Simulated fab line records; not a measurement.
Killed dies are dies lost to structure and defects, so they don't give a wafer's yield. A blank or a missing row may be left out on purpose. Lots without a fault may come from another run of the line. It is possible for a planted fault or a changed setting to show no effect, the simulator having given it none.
Struck lot and sound lot, side by side	flow nand_harc	40 steps out of a route of 1159
Sound: these wafers, L700.1, L700.2, L700.6. Struck: wafers L709.1, L709.4. (L709.3 of the same lot was not struck and is left out.) The cause comes at the end.
Per side, at each step with rows, come the tool, then ch with its chambers, and then its first start. Under that, the readings that differ: sound wafers	struck wafers	difference of the means	sigmas: that difference in standard deviations of wafers without a fault.
alike: readings whose means differ by less than 2 such deviations, and words and numbers that are the same on both sides. not compared: withheld readings, readings that some wafer has no value for, bounds like >300 that may hide the same value, and numbers for which the record gives no deviation and whose values overlap.
Wherever a step has rows on one side only, a row that says differs or no value, or a row with sigmas, the two part there. When numbers do not overlap yet have no deviation, they are printed without sigmas and do not part them. Lack of a reading on every wafer of one side parts them only where that side has two or more wafers.

NHARC_P_CONTACT_ETCH_35: etches the open film in CF4, target depth 39 nm, time 65 s.
  sound on rie_diel-07 ch 0,1,3, day 6 09:59; struck on rie_diel-06 ch 0,3, day 9 04:16
  alike: drypump_motor_current_A, oes_product_au, rf_vpp_V, showerhead_plenum_p_Torr, throttle_valve_pct
  not compared: rf_hours_counter_h
then, 1 step without rows for these wafers: NHARC_P_CONTACT_ETCH_36 (etches the open film in N2/H2, target depth 260 nm, time 406.25 s).
NHARC_P_CONTACT_ETCH_18: etches the open film in C4F8/O2/Ar, target depth 481 nm, time 240.5 s.
  sound on rie_diel-07 ch 0,2,3; struck on rie_diel-06 ch 1,3
reading	sound	struck	difference	sigmas
oes_product_au (a.u.)	0.980 0.980 0.972	0.935 0.926	-0.047	-3
  alike: rf_vpp_V
  not compared: rf_hours_counter_h
then, 2 steps without rows for these wafers: NHARC_P_CONTACT_STRIP_37 (strips in C4F8/O2/Ar); NHARC_P_CONTACT_ETCH_31 (etches the open film in CH3F/O2, target depth 30 nm, time 85.7 s).
NHARC_P_CONTACT_CD_MEAS_19:
  sound: cd_sem-03 at day 6 10:46; struck: cd_sem-02 at day 9 05:08
  alike: cd_nm
then, 4 steps without rows for these wafers: NHARC_P_CONTACT_STRIP_28 (strips in O2); NHARC_P_CONTACT_STRIP_29 (strips in post etch residue remover, time 1200 s); NHARC_P_CONTACT_DEGAS_38 (time 60 s); NHARC_P_CONTACT_PRE_CLEAN_39 (time 19.5 s).
NHARC_P_CONTACT_PVD_32: deposits Ti, target thk 5 nm, time 17.7 s.
  sound on pvd_sputter-02; struck on pvd_sputter-03
  alike: throttle_valve_pct
then, 1 step without rows for these wafers: NHARC_P_CONTACT_ALD_22 (deposits TiN, target thk 3 nm, pulse time 1 s, ald cycles 150).
NHARC_P_CONTACT_CVD_23: deposits W, target thk 200 nm, time 557 s.
  sound on cvd_w-01 ch 0,1, day 6 11:56; struck on cvd_w-01 ch 0, day 9 11:49
  alike: heater_power_outer_w, heater_power_w, mfc_h2_sccm, throttle_valve_pct
then, 12 steps without rows for these wafers: NHARC_P_CONTACT_CMP_24 (polishes, t overpolish 30 s, target thk 200 nm); NHARC_P_CONTACT_SRD_26; NHARC_P_M0_DEP_00 (deposits SiOC, target thk 150 nm); NHARC_P_M0_DEHYDRATE_01 (time 120 s); NHARC_P_M0_HMDS_02 (time 30 s); NHARC_P_M0_COAT_33 (time 65 s); NHARC_P_M0_COAT_03 (resist thk 90 nm); NHARC_P_M0_SOFTBAKE_04 (time 55 s); NHARC_P_M0_EBR_05; NHARC_P_M0_EXPOSE_06 (exposes mask P M0, target cd 90 nm); NHARC_P_M0_PEB_07 (peb time 65 s); NHARC_P_M0_DEVELOP_08 (develop time 35 s).
NHARC_P_M0_CD_MEAS_09 targets a cd of 90 nm.
  sound on cd_sem-02 ch 0, day 6 13:53; struck on cd_sem-03 ch 0, day 9 13:47
  alike: cd_nm
NHARC_P_M0_OVL_MEAS_10: pitch 180 nm.
  sound: overlay-01 at day 6 13:59; struck: overlay-02 at day 9 13:52
  alike: overlay_x_nm, overlay_y_nm
then, 2 steps without rows for these wafers: NHARC_P_M0_DESCUM_14 (chemistry O2, time 3 s); NHARC_P_M0_ETCH_34 (etches the open film in N2/H2, target depth 40 nm, overetch 12 nm, time 43.94 s).
NHARC_P_M0_ETCH_15: etches the open film in C4F8/Ar, target depth 150 nm, overetch 15 nm, time 82.5 s.
  sound on rie_diel-01 ch 0,2; struck on rie_diel-01 ch 0,3
  alike: oes_product_au, rf_vpp_V
  not compared: rf_hours_counter_h
NHARC_P_M0_CD_MEAS_16:
  sound: cd_sem-03 at day 6 14:22; struck: cd_sem-01 at day 9 14:16
  alike: cd_nm
then, 2 steps without rows for these wafers: NHARC_P_M0_STRIP_18 (strips in N2/H2); NHARC_P_M0_STRIP_19 (strips in post etch residue remover, time 600 s).
NHARC_P_M0_DEGAS_28: time 60 s.
  sound: pvd_sputter-02 at day 6 15:01; struck: pvd_sputter-01 at day 9 14:53
  alike: heater_power_w
then, 5 steps without rows for these wafers: NHARC_P_M0_PRE_CLEAN_29 (time 30 s); NHARC_P_M0_PVD_20 (deposits TaN, target thk 5 nm, time 8.06 s); NHARC_P_M0_PVD_21 (deposits Cu, target thk 30 nm, time 20.49 s); NHARC_P_M0_ECD_22 (material Cu, target thk 400 nm); NHARC_P_M0_ANNEAL_30 (time 90 s).
-- record jumps: 13 days between struck wafers' starts before vs after; left off in module P_M0, resumes in module END, first step shown is number 1159 of the route --
NHARC_END_SORT_01:
  here the record holds rows for the struck wafers (prober-02 ch 0, day 22 16:11) but none for the sound ones

== WHERE THEY PART ==
First at NHARC_P_CONTACT_ETCH_18; last, within this record, at NHARC_END_SORT_01.

WHY: what had been put in by the simulator
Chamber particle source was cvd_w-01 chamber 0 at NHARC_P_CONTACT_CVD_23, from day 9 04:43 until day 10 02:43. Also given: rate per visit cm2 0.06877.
